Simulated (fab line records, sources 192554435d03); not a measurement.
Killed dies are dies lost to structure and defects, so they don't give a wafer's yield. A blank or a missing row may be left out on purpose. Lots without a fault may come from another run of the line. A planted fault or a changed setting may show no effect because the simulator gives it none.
Chamber matching | flow n5_finfet | N5_PMOS_HMC_CHANNEL_EPI_FIN_RECESS_16 on rie_si-04: 4 sister chambers
The step chemistry HBr/Cl2, target Si, target depth 54 nm, time 18 s. 8 wafers are shown with their chamber, then 8 later ones without.

WAFERS WITH THEIR CHAMBER
wafer  | chamber | drypump_motor_current_A (A) | oes_product_au (a.u.)
L076.3 | 1       | 5.9                         | 0.984
L077.1 | 0       | 6.0                         | 0.996
L081.1 | 0       | 5.9                         | 1.002
L081.6 | 3       | 5.6                         | 0.993
L085.1 | 1       | 5.9                         | 0.973
L085.3 | 2       | 5.1                         | 1.005
L085.6 | 3       | 5.6                         | 0.985
L088.3 | 2       | 5.1                         | 1.007

WAFERS WITHOUT THEIR CHAMBER
wafer  | drypump_motor_current_A (A) | oes_product_au (a.u.)
L088.4 | 5.6                         | 0.992
L088.5 | 5.9                         | 1.013
L095.1 | 5.9                         | 1.011
L095.4 | 5.1                         | 0.992
L095.6 | 5.9                         | 0.972
L097.1 | 5.9                         | 1.010
L097.3 | 5.9                         | 0.972
L097.6 | 5.9                         | 1.018

WHICH CHAMBER EACH WENT THROUGH
wafer  | from the rows above | in truth
L088.4 | 3                   | 3
L088.5 | 0                   | 0
L095.1 | 0                   | 0
L095.4 | 2                   | 2
L095.6 | 1                   | 1
L097.1 | 0                   | 0
L097.3 | 1                   | 1
L097.6 | 0                   | 0
Placed correctly: 8 of 8. Can't be placed from these rows: 0. Placed wrongly: 0.
How it was worked out, from the rows above alone: a wafer's distance from a chamber is the root of the sum, over the readings, of the square of ((its reading less the chamber's mean) divided by the reading's scatter). The wafer belongs to the nearest chamber; if the next one is less than 2 further off, it can't be placed. A chamber's mean is the mean of its shown wafers. The scatter: the root of (the sum of the squares of (reading less its chamber's mean) over the shown wafers, divided by (wafers less chambers)).
